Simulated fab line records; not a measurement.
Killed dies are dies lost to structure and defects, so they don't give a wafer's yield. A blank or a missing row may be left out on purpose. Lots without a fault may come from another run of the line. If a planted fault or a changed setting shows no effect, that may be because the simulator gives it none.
fab line records	flow nandHarc
record: lots: 9	wafers: 27	lastDay: 34
route steps=1302 shown A_ONON_D1@445 A_CHANNEL_HOLE_D1@460 END@1301
lots that met no fault: taken from a fault-free run of the same line
startH: hours from the record's opening day to when the first of the lot's shown wafers began	waitH: hours elapsed since this lot's preceding step	" identical to the entry in the row above	L1.1+2: one row covering several wafers at once	- no value, or no start was given	* or withheld: withheld	< > ~ a bound
route shown NAME@n: NAME is a module with steps in the file, n the number in the route of the first one	usual: mean/standard deviation taken from wafers without a fault	same: alike in all rows	chamber/n: place in a boat	sites: readings site by site	_std_site: their standard deviation	_edge_site: mean of outer sites minus mean of inner sites	radiusMm: how far each site lies from the wafer's centre	mask NAME#n: copy n	behind: the most recent tool/chamber to have shaped the wafer	hold: what put the lot on hold/how long, in hours/how the hold closed	device: which transistor (n, p or np) failed to switch	end of line: tests of these same wafers at the route's end	a step without rows: its recipe alone	killed: count of dies lost to structure and defects at first sort (not the wafer's yield)	map: the dies of a wafer, with x for killed, . for not killed, _ for no die there
set.NAME: setting as actually run; set.NAME@STEP: the setting as run at that earlier step	model.NAME: the simulator's own value behind a step, which no gauge read
steps of the route over a sample of lots; a table a step, a row a wafer
services: from which hour (startH, from the record's first day; less than 0 if before it) a tool's chamber was out of use, for how many hours, and why
== steps ==
step: NHARC_A_ONON_D1_THK_MEAS_30
recipe: thkMeasGauge: ellipsometry
usual: thkNm: 1005/8.8
lot.wafer	tool	chamber	startH	waitH	thkNm
L562.1	filmMetro-02	-	172.71	-	1001
L562.2	"	-	"	"	1001
L562.3	"	-	"	"	1001
L563.2	filmMetro-02	-	182.37	-	992
L563.3	"	-	"	"	995
L563.6	"	-	"	"	993
L568.1	filmMetro-02	-	236.01	-	999
L568.4	"	-	"	"	997
L568.5	"	-	"	"	999
L569.2	filmMetro-02	-	243.65	-	1007
L569.3	"	-	"	"	1007
L569.4	"	-	"	"	1007
L570.2	filmMetro-02	-	261.69	-	993
L570.3	"	-	"	"	991
L570.5	"	-	"	"	992
L579.1	filmMetro-01	-	338.26	-	1004
L579.2	"	-	"	"	1004
L579.6	"	-	"	"	1004
L581.1	filmMetro-02	-	364.48	-	1007
L581.4	"	-	"	"	1007
L581.5	"	-	"	"	1006
L583.2	filmMetro-01	-	376.14	-	1001
L583.3	"	-	"	"	1000
L583.6	"	-	"	"	1000
L585.1	filmMetro-01	-	412.51	-	1006
L585.2	"	-	"	"	1006
L585.4	"	-	"	"	1005
step: NHARC_A_CHANNEL_HOLE_D1_PEB_08
recipe: pebTempC: 100	pebTimeS: 65
lot.wafer	tool	chamber	startH	waitH
L562.1+2+3	lithoTrack-06	0	176.90	0.1
L563.2+3+6	lithoTrack-01	0	185.51	0.1
L568.1+4+5	lithoTrack-01	0	239.06	0.1
L569.2+3+4	lithoTrack-04	0	246.91	0.1
L570.2+3+5	lithoTrack-01	0	264.87	0.1
L579.1+2+6	lithoTrack-06	0	341.44	0.1
L581.1+4+5	lithoTrack-01	0	371.39	0.1
L583.2+3+6	lithoTrack-01	0	384.04	0.1
L585.1+2+4	lithoTrack-04	0	415.71	0.1
step: NHARC_A_CHANNEL_HOLE_D1_CD_MEAS_10
recipe: targetCdNm: 100	landingEnergyEv: 500
usual: cdNm: 100.1/0.43
lot.wafer	tool	chamber	startH	waitH	cdNm
L562.1	cdSem-02	0	176.98	-	100.1
L562.2	"	0	"	"	100.3
L562.3	"	0	"	"	100.3
L563.2	cdSem-03	0	185.59	-	99.9
L563.3	"	0	"	"	100.1
L563.6	"	0	"	"	99.8
L568.1	cdSem-02	0	239.14	-	100.4
L568.4	"	0	"	"	100.1
L568.5	"	0	"	"	100.0
L569.2	cdSem-01	0	247.00	-	100.7
L569.3	"	0	"	"	100.3
L569.4	"	0	"	"	100.4
L570.2	cdSem-02	0	264.95	-	100.0
L570.3	"	0	"	"	100.2
L570.5	"	0	"	"	100.6
L579.1	cdSem-02	0	341.52	-	100.3
L579.2	"	0	"	"	100.0
L579.6	"	0	"	"	100.5
L581.1	cdSem-01	0	371.47	-	100.3
L581.4	"	0	"	"	114.9
L581.5	"	0	"	"	100.6
L583.2	cdSem-03	0	384.12	-	114.8
L583.3	"	0	"	"	100.1
L583.6	"	0	"	"	114.6
L585.1	cdSem-03	0	415.79	-	100.0
L585.2	"	0	"	"	99.8
L585.4	"	0	"	"	100.0
step: NHARC_A_CHANNEL_HOLE_D1_ETCH_34
recipe: targetDepthA: 1540	timeS: 77	cf4FlowSccm: 100	chf3FlowSccm: 30	arFlowSccm: 0	rfW: 500	biasW: 200	chemistry: CF4/CHF3
usual: drypumpMotorCurrentA: 5.6/0.37	oesProductAu: 0.950/0.024	rfVppV: 370.2/2.5	showerheadPlenumPTorr: 1.56/0.07	throttleValvePct: 16.802/0.0089
lot.wafer	tool	chamber	startH	waitH	drypumpMotorCurrentA	oesProductAu	rfHoursCounterH	rfVppV	showerheadPlenumPTorr	throttleValvePct
L562.2	rieDiel-08	2	-	-	5.0	0.911	15	371.5	1.62	16.803
L562.3	"	3	"	"	5.6	0.914	15	374.4	1.66	16.808
L562.1	"	0	"	"	5.4	0.921	14	365.5	1.49	16.808
L563.3	rieDiel-08	1	-	-	5.9	0.923	16	369.4	1.50	16.808
L563.2	"	3	"	"	5.6	0.914	16	373.8	1.66	16.816
L563.6	"	2	"	"	5.0	0.921	-	372.1	1.62	16.807
L568.1	rieDiel-08	3	-	-	5.6	0.959	4	373.8	1.66	16.802
L568.4	"	1	"	"	5.9	0.977	-	367.2	1.50	16.816
L568.5	"	3	"	"	5.6	0.964	-	375.2	1.66	16.809
L569.2	rieDiel-08	1	-	-	5.9	0.970	5	367.5	1.50	16.813
L569.3	"	2	"	"	5.0	0.963	3	370.9	1.61	16.800
L569.4	"	2	"	"	5.0	0.962	-	371.2	1.61	16.790
L570.3	rieDiel-08	3	-	-	5.6	0.920	7	373.6	1.66	16.797
L570.2	"	2	"	"	4.9	0.926	5	371.5	1.61	16.798
L570.5	"	0	"	"	5.4	0.927	-	368.3	1.49	16.803
L579.1	rieDiel-08	3	-	-	5.6	0.956	13	373.1	1.66	16.796
L579.2	"	0	"	"	5.4	0.961	13	367.2	1.48	16.801
L579.6	"	0	"	"	5.4	0.962	-	366.9	1.48	16.814
L581.1	rieDiel-04	3	-	-	5.7	0.971	1	368.8	1.49	16.796
L581.4	"	0	"	"	5.4	0.967	1	369.4	1.54	16.802
L581.5	"	0	"	"	5.4	0.969	-	370.1	1.54	16.805
L583.3	rieDiel-08	3	-	-	5.6	0.960	1	373.5	1.66	16.811
L583.2	"	0	"	"	5.4	0.981	1	367.9	1.48	16.794
L583.6	"	3	"	"	5.6	0.978	-	374.7	1.66	16.794
L585.2	rieDiel-10	1	-	-	5.8	0.920	54	372.6	1.67	16.806
L585.1	"	2	"	"	6.3	0.920	59	369.4	1.51	16.790
L585.4	"	3	"	"	5.4	0.923	-	372.2	1.59	16.799
step: NHARC_A_CHANNEL_HOLE_D1_CD_MEAS_18
usual: cdNm: 99.3/1.7
lot.wafer	tool	chamber	startH	waitH	cdNm
L562.1	cdSem-01	-	178.27	-	103.3
L562.2	"	-	"	"	98.7
L562.3	"	-	"	"	99.2
L563.2	cdSem-03	-	186.88	-	101.8
L563.3	"	-	"	"	101.4
L563.6	"	-	"	"	102.8
L568.1	cdSem-01	-	240.64	-	101.6
L568.4	"	-	"	"	99.6
L568.5	"	-	"	"	97.4
L569.2	cdSem-01	-	248.50	-	100.0
L569.3	"	-	"	"	97.6
L569.4	"	-	"	"	98.1
L570.2	cdSem-02	-	266.24	-	98.6
L570.3	"	-	"	"	97.1
L570.5	"	-	"	"	95.8
L579.1	cdSem-03	-	342.81	-	99.5
L579.2	"	-	"	"	98.8
L579.6	"	-	"	"	97.4
L581.1	cdSem-03	-	372.76	-	100.6
L581.4	"	-	"	"	116.4
L581.5	"	-	"	"	101.9
L583.2	cdSem-03	-	385.42	-	115.3
L583.3	"	-	"	"	100.5
L583.6	"	-	"	"	114.0
L585.1	cdSem-02	-	417.29	-	96.1
L585.2	"	-	"	"	97.7
L585.4	"	-	"	"	98.2
step: NHARC_A_CHANNEL_HOLE_D1_ETCH_22
recipe: biasV: 3000	sourceW: withheld	pressureMtorr: 20	timeS: 666.7	arFlowSccm: 375	c4f8FlowSccm: 89.3	o2FlowSccm: 35.7	tempC: -20	targetDepthA: 16000	chemistry: C4F8/O2/Ar
usual: drypumpMotorCurrentA: 5.5/0.45	o2FlowSccm: 35.69/0.11	showerheadPlenumPTorr: 3.64/0.073	throttleValvePct: 32.155/0.0089
lot.wafer	tool	chamber	startH	waitH	drypumpMotorCurrentA	o2FlowSccm	rfHoursCounterH	showerheadPlenumPTorr	throttleValvePct
L562.2	harEtch-02	1	179.25	0.4	6.1	35.78	290	3.65	32.159
L562.1	"	0	"	"	4.9	35.73	290	3.61	32.158
L562.3	"	1	"	"	6.1	35.82	-	3.65	32.168
L563.2	harEtch-02	0	187.91	0.4	5.0	35.59	298	3.61	32.148
L563.3	"	1	"	"	6.1	35.64	-	3.64	32.160
L563.6	"	0	"	"	5.0	35.55	-	3.61	32.159
L568.1	harEtch-02	0	245.66	0.4	4.9	35.60	333	3.59	32.162
L568.4	"	0	"	"	4.9	35.54	-	3.59	32.160
L568.5	"	1	"	"	6.1	35.60	-	3.62	32.151
L569.2	harEtch-01	0	249.82	0.4	5.6	35.72	116	3.65	32.158
L569.3	"	0	"	"	5.6	35.80	-	3.65	32.160
L569.4	"	1	"	"	5.2	35.76	-	3.71	32.153
L570.2	harEtch-02	0	267.26	0.4	4.9	35.74	344	3.58	32.145
L570.3	"	0	"	"	4.9	35.69	-	3.58	32.141
L570.5	"	0	"	"	4.9	35.65	-	3.58	32.154
L579.1	harEtch-02	1	343.76	0.4	6.1	35.56	394	3.59	32.148
L579.2	"	0	"	"	4.9	35.72	394	3.56	32.141
L579.6	"	1	"	"	6.1	35.59	-	3.59	32.151
L581.1	harEtch-01	1	373.70	0.4	5.2	35.71	184	3.68	32.177
L581.4	"	1	"	"	5.2	35.59	-	3.68	32.155
L581.5	"	0	"	"	5.7	35.56	-	3.61	32.157
L583.2	harEtch-01	1	392.04	0.4	5.2	35.82	200	3.67	32.162
L583.3	"	0	"	"	5.6	35.59	-	3.60	32.162
L583.6	"	1	"	"	5.2	35.80	-	3.67	32.153
L585.2	harEtch-02	0	418.23	0.4	4.9	35.80	16	3.92	32.146
L585.1	"	1	"	"	6.1	35.68	16	3.92	32.159
L585.4	"	1	"	"	6.1	35.54	-	3.92	32.149
step: NHARC_A_CHANNEL_HOLE_D1_XSEM_31
recipe: landingEnergyEv: 35000
usual: botCdNm: 74.8/1.1	bowNm: 8.55/0.27	tiltDeg: 0.07/0.04
lot.wafer	tool	chamber	startH	waitH	botCdNm	bowNm	tiltDeg
L562.1	xsem-01	0	184.01	0.1	74.3	8.42	0.07
L562.2	"	0	"	"	74.1	8.42	0.06
L562.3	"	0	"	"	74.2	8.42	0.06
L563.2	xsem-01	0	192.63	0.1	74.3	8.17	0.07
L563.3	"	0	"	"	75.4	8.19	0.07
L563.6	"	0	"	"	74.0	8.21	0.07
L568.1	xsem-01	0	250.30	0.1	74.7	8.51	0.07
L568.4	"	0	"	"	74.4	8.57	0.07
L568.5	"	0	"	"	73.7	8.56	0.07
L569.2	xsem-02	0	254.57	0.1	75.4	9.06	0.03
L569.3	"	0	"	"	75.4	8.98	0.03
L569.4	"	0	"	"	74.6	8.94	0.03
L570.2	xsem-01	0	271.91	0.1	74.5	8.79	0.09
L570.3	"	0	"	"	74.1	8.85	0.09
L570.5	"	0	"	"	75.4	8.88	0.09
L579.1	xsem-02	0	348.53	0.1	76.1	8.99	0.09
L579.2	"	0	"	"	76.2	8.95	0.09
L579.6	"	0	"	"	75.2	8.92	0.09
L581.1	xsem-02	0	378.44	0.1	76.0	8.91	0.06
L581.4	"	0	"	"	90.8	8.88	0.06
L581.5	"	0	"	"	75.8	8.91	0.06
L583.2	xsem-01	0	396.71	0.1	90.2	8.92	0.01
L583.3	"	0	"	"	74.6	8.91	0.01
L583.6	"	0	"	"	90.9	8.93	0.01
L585.1	xsem-02	0	422.95	0.1	73.3	8.34	0.12
L585.2	"	0	"	"	74.6	8.30	0.12
L585.4	"	0	"	"	72.9	8.26	0.12
step: NHARC_END_WLT_00
usual: VT_DECK1_BOTTOM: 0.873/0.0079	VT_DECK1_BOTTOM_INNER: 0.873/0.008	VT_DECK1_MEDIAN_NEAR_BOTTOM: 0.874/0.0073	VT_DECK1_MEDIAN_NEAR_BOTTOM_INNER: 0.874/0.0077	VT_DECK1_MIDDLE: 0.886/0.008	VT_DECK1_MIDDLE_INNER: 0.885/0.0077	VT_DECK1_TOP: 0.897/0.0079	VT_DECK1_TOP_INNER: 0.897/0.0073	VT_DECK2_BOTTOM: 0.872/0.0076	VT_DECK2_BOTTOM_INNER: 0.873/0.0076	VT_DECK2_MEDIAN_NEAR_BOTTOM: 0.873/0.0078	VT_DECK2_MEDIAN_NEAR_BOTTOM_INNER: 0.873/0.0076	VT_DECK2_MIDDLE: 0.885/0.0074	VT_DECK2_MIDDLE_INNER: 0.885/0.0078	VT_DECK2_TOP: 0.898/0.0084	VT_DECK2_TOP_INNER: 0.897/0.0077
lot.wafer	tool	chamber	startH	waitH	VT_DECK1_BOTTOM	VT_DECK1_BOTTOM_INNER	VT_DECK1_MEDIAN_NEAR_BOTTOM	VT_DECK1_MEDIAN_NEAR_BOTTOM_INNER	VT_DECK1_MIDDLE	VT_DECK1_MIDDLE_INNER	VT_DECK1_TOP	VT_DECK1_TOP_INNER	VT_DECK2_BOTTOM	VT_DECK2_BOTTOM_INNER	VT_DECK2_MEDIAN_NEAR_BOTTOM	VT_DECK2_MEDIAN_NEAR_BOTTOM_INNER	VT_DECK2_MIDDLE	VT_DECK2_MIDDLE_INNER	VT_DECK2_TOP	VT_DECK2_TOP_INNER
L562.1	prober-02	-	545.03	0.1	0.871	0.867	0.871	0.876	0.887	0.894	0.897	0.893	0.881	0.878	0.880	0.880	0.892	0.890	0.902	0.901
L562.2	"	-	"	"	0.864	0.873	0.880	0.883	0.886	0.891	0.894	0.897	0.868	0.873	0.870	0.870	0.880	0.887	0.906	0.901
L562.3	"	-	"	"	0.873	0.876	0.865	0.870	0.888	0.887	0.908	0.903	0.879	0.884	0.881	0.880	0.894	0.900	0.905	0.893
L563.2	prober-02	-	578.32	0.6	0.867	0.861	0.870	0.867	0.883	0.878	0.884	0.880	0.868	0.870	0.874	0.878	0.881	0.885	0.897	0.899
L563.3	"	-	"	"	0.865	0.867	0.866	0.864	0.885	0.888	0.882	0.888	0.881	0.882	0.877	0.881	0.884	0.888	0.898	0.901
L563.6	"	-	580.30	2.5	0.867	0.856	0.858	0.862	0.870	0.871	0.892	0.896	0.877	0.881	0.873	0.873	0.888	0.887	0.896	0.903
L568.1	prober-01	-	718.25	0.0	0.868	0.870	0.868	0.866	0.886	0.887	0.899	0.898	0.871	0.876	0.880	0.878	0.896	0.886	0.906	0.902
L568.4	"	-	719.75	1.5	0.878	0.876	0.871	0.873	0.889	0.885	0.887	0.893	0.877	0.867	0.877	0.876	0.887	0.888	0.904	0.898
L568.5	"	-	"	"	0.871	0.863	0.863	0.865	0.878	0.883	0.893	0.891	0.881	0.879	0.881	0.886	0.891	0.888	0.911	0.914
L569.2	prober-02	-	726.58	8.4	0.864	0.868	0.876	0.866	0.877	0.872	0.888	0.889	0.889	0.882	0.895	0.879	0.896	0.909	0.920	0.905
L569.3	"	-	"	"	0.875	0.866	0.871	0.871	0.886	0.875	0.892	0.896	0.877	0.882	0.890	0.883	0.896	0.896	0.905	0.908
L569.4	"	-	"	"	0.860	0.864	0.864	0.880	0.870	0.872	0.892	0.883	0.886	0.885	0.881	0.882	0.907	0.900	0.904	0.909
L570.2	prober-01	-	734.23	16.0	0.875	0.883	0.877	0.873	0.894	0.899	0.899	0.899	0.875	0.872	0.870	0.870	0.887	0.881	0.898	0.895
L570.3	"	-	"	"	0.875	0.867	0.869	0.871	0.886	0.887	0.907	0.895	0.865	0.881	0.859	0.861	0.885	0.883	0.894	0.899
L570.5	"	-	735.74	17.5	0.879	0.869	0.883	0.881	0.897	0.897	0.900	0.899	0.872	0.877	0.869	0.860	0.881	0.887	0.896	0.903
L579.1	prober-02	-	749.49	26.6	0.871	0.870	0.867	0.868	0.878	0.873	0.885	0.883	0.876	0.871	0.873	0.870	0.889	0.892	0.903	0.897
L579.2	"	-	"	"	0.867	0.860	0.869	0.870	0.878	0.875	0.888	0.885	0.879	0.879	0.880	0.880	0.885	0.892	0.906	0.896
L579.6	"	-	752.00	29.1	0.871	0.861	0.865	0.870	0.885	0.877	0.885	0.895	0.875	0.883	0.889	0.887	0.893	0.883	0.900	0.899
L581.1	prober-01	-	772.89	13.6	0.875	0.870	0.871	0.881	0.882	0.888	0.905	0.901	0.869	0.859	0.864	0.863	0.877	0.881	0.888	0.890
L581.4	"	-	774.39	15.1	0.901	0.899	0.902	0.918	0.922	0.915	0.928	0.927	0.858	0.868	0.870	0.865	0.885	0.878	0.891	0.895
L581.5	"	-	"	"	0.875	0.876	0.884	0.881	0.890	0.888	0.894	0.907	0.868	0.865	0.856	0.866	0.884	0.879	0.889	0.883
L583.2	prober-01	-	781.15	21.8	0.900	0.904	0.896	0.908	0.908	0.911	0.915	0.929	0.854	0.850	0.861	0.860	0.871	0.870	0.882	0.887
L583.3	"	-	"	"	0.876	0.872	0.876	0.866	0.887	0.881	0.889	0.898	0.861	0.858	0.874	0.865	0.869	0.875	0.883	0.889
L583.6	"	-	783.13	23.8	0.904	0.905	0.903	0.907	0.919	0.911	0.918	0.921	0.864	0.862	0.869	0.865	0.872	0.874	0.886	0.889
L585.1	prober-02	-	804.76	0.1	0.856	0.864	0.857	0.856	0.866	0.872	0.883	0.877	0.862	0.868	0.874	0.857	0.880	0.888	0.897	0.896
L585.2	"	-	"	"	0.865	0.863	0.863	0.863	0.879	0.872	0.885	0.887	0.876	0.867	0.873	0.863	0.876	0.880	0.892	0.896
L585.4	"	-	"	"	0.862	0.861	0.863	0.860	0.873	0.874	0.889	0.885	0.870	0.870	0.870	0.869	0.873	0.884	0.903	0.887
step: NHARC_END_SORT_01
recipe: tempC: 25
usual: killedAtArray: 63/18	killedAtOther: 1.1/1.3	killedAtPeriphery: 4.3/2.8	killedDies: 68/18	killedOpen: 3.3/2	killedShort: 2.4/1.6
same: grossDies: 677
lot.wafer	tool	chamber	startH	waitH	killedAtArray	killedAtOther	killedAtPeriphery	killedDies	killedOpen	killedShort
L581.1	prober-01	0	775.89	2.5	69	0	1	70	6	2
L581.4	prober-01	0	778.27	3.4	167	0	2	169	2	1
L581.5	prober-01	0	779.07	3.7	74	0	0	74	2	2
L583.2	prober-01	0	784.41	2.8	176	2	8	186	4	3
L583.3	prober-01	0	785.19	3.1	64	1	14	79	5	5
L583.6	prober-01	0	787.55	3.9	166	0	12	178	7	6
killed by level:class
L581.1 A_SLIT:chamberFilmFlake=24 A_CHANNEL_HOLE_D2:chamberFilmFlake=18 A_CHANNEL_HOLE_D1:chamberFilmFlake=8 A_DECK1_JOINT:chamberFilmFlake=4 A_WL_FILL:chamberFilmFlake=3 A_ONON_D1:geometricParticle:open=1 A_ONON_D2:geometricParticle:open=1 A_CHANNEL_HOLE_D2:geometricParticle:open=1
L581.4 A_CHANNEL_HOLE_D1:areaPeb=99 A_CHANNEL_HOLE_D2:chamberFilmFlake=28 A_SLIT:chamberFilmFlake=22 A_CHANNEL_HOLE_D1:chamberFilmFlake=9 A_WL_FILL:chamberFilmFlake=3 P_BONDPAD:chamberFilmFlake=2 A_STAIRCASE:chamberFilmFlake=2 A_CHANNEL_FILL_D1:geometricParticle:open=1
L581.5 A_SLIT:chamberFilmFlake=34 A_CHANNEL_HOLE_D2:chamberFilmFlake=21 A_CHANNEL_HOLE_D1:chamberFilmFlake=8 A_CHANNEL_FILL_D1:chamberFilmFlake=2 A_DECK1_JOINT:chamberFilmFlake=2 A_WL_FILL:chamberFilmFlake=2 A_CHANNEL_HOLE_D1:geometricParticle:open=1 A_ONON_D2:geometricParticle:short=1
L583.2 A_CHANNEL_HOLE_D1:areaPeb=98 A_SLIT:chamberFilmFlake=40 A_CHANNEL_HOLE_D1:chamberFilmFlake=14 A_CONTACT:chamberFilmFlake=13 P_CONTACT:chamberFilmFlake=3 P_M1:chamberFilmFlake=3 A_DECK1_JOINT:chamberFilmFlake=3 A_M0:geometricParticle:open=2
L583.3 A_SLIT:chamberFilmFlake=33 A_CONTACT:chamberFilmFlake=9 A_CHANNEL_HOLE_D1:chamberFilmFlake=8 P_CONTACT:chamberFilmFlake=5 P_M1:chamberFilmFlake=4 A_WL_FILL:geometricParticle:short=2 P_GATE:chamberFilmFlake=2 A_DECK1_JOINT:chamberFilmFlake=2
L583.6 A_CHANNEL_HOLE_D1:areaPeb=91 A_SLIT:chamberFilmFlake=41 A_CHANNEL_HOLE_D1:chamberFilmFlake=13 P_CONTACT:chamberFilmFlake=4 P_M1:chamberFilmFlake=4 A_CHANNEL_HOLE_D2:chamberFilmFlake=4 A_CONTACT:chamberFilmFlake=4 A_WL_FILL:geometricParticle:short=2
== services ==
tool	chamber	startH	hours	kind
lithoTrack-01	-	155.00	7.0	pm
rieDiel-04	-	178.03	9.0	pm
lithoTrack-06	-	179.00	7.0	pm
rieDiel-08	-	190.84	9.0	pm
lithoTrack-04	-	203.00	7.0	pm
rieDiel-10	0	223.34	2.7	repair
rieDiel-08	1	224.02	5.3	repair
rieDiel-08	-	225.23	0.6	repair
rieDiel-08	2	229.07	11.2	repair
harEtch-01	-	232.96	12.0	repair
rieDiel-10	-	242.52	9.0	pm
rieDiel-08	3	243.09	5.8	repair
rieDiel-04	0	247.88	22.6	repair
rieDiel-04	0	278.73	4.4	repair
rieDiel-08	0	313.17	4.6	repair
rieDiel-10	0	318.55	4.5	repair
lithoTrack-01	-	330.00	7.0	pm
lithoTrack-06	-	354.00	7.0	pm
rieDiel-04	-	355.03	9.0	pm
rieDiel-08	-	367.84	9.0	pm
xsem-01	-	374.00	14.0	pm
harEtch-02	-	377.50	17.0	pm
lithoTrack-04	-	378.00	7.0	pm
rieDiel-08	0	390.75	2.5	repair
== key ==
firstSign: step: NHARC_A_CHANNEL_HOLE_D1_CD_MEAS_10	reading: cdNm	direction: up	sigmas: 34	usual: 100.1	struck: 114.8
effect: step: NHARC_A_CHANNEL_HOLE_D1_CD_MEAS_18	reading: cdNm	direction: up	sigmas: 9.4	usual: 99.3	struck: 115.2
effect: step: NHARC_A_CHANNEL_HOLE_D1_XSEM_31	reading: botCdNm	direction: up	sigmas: 15	usual: 74.8	struck: 90.6
effect: step: NHARC_END_WLT_00	reading: VT_DECK1_MEDIAN_NEAR_BOTTOM_INNER	direction: up	sigmas: 4.9	usual: 0.874	struck: 0.911
effect: step: NHARC_END_SORT_01	reading: killedDies	direction: up	sigmas: 6.1	usual: 68	struck: 178
moreKillsBornAt: NHARC_A_CHANNEL_HOLE_D1_PEB_08@lithoTrack-01: 288
metAt NHARC_A_CHANNEL_HOLE_D1_PEB_08
struckLots L581,L583
struckWafers L581.4,L583.2,L583.6
testerLeftOut L581,L583
notActingAt NHARC_A_ONON_D1_THK_MEAS_30,NHARC_A_CHANNEL_HOLE_D1_ETCH_34,NHARC_A_CHANNEL_HOLE_D1_ETCH_22
onsetBetween 264.87 371.39
fault: kind: processParameterDrift	tool: lithoTrack-01	chamber: -	onsetH: 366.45	steps: NHARC_A_CHANNEL_HOLE_D1_PEB_08	channel: pebTimeS	offset: *	shape: step	endH: 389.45	scope: struckWafersOnly	actsIn: *	stated: *
testerLeftOut: of these lots the tester's yield and bins aren't shown, on N5 and GAA mostly nor the transistor test; their killed dies are dies lost to structure and defects alone, not to doping, threshold or leakage, so they don't give the yield
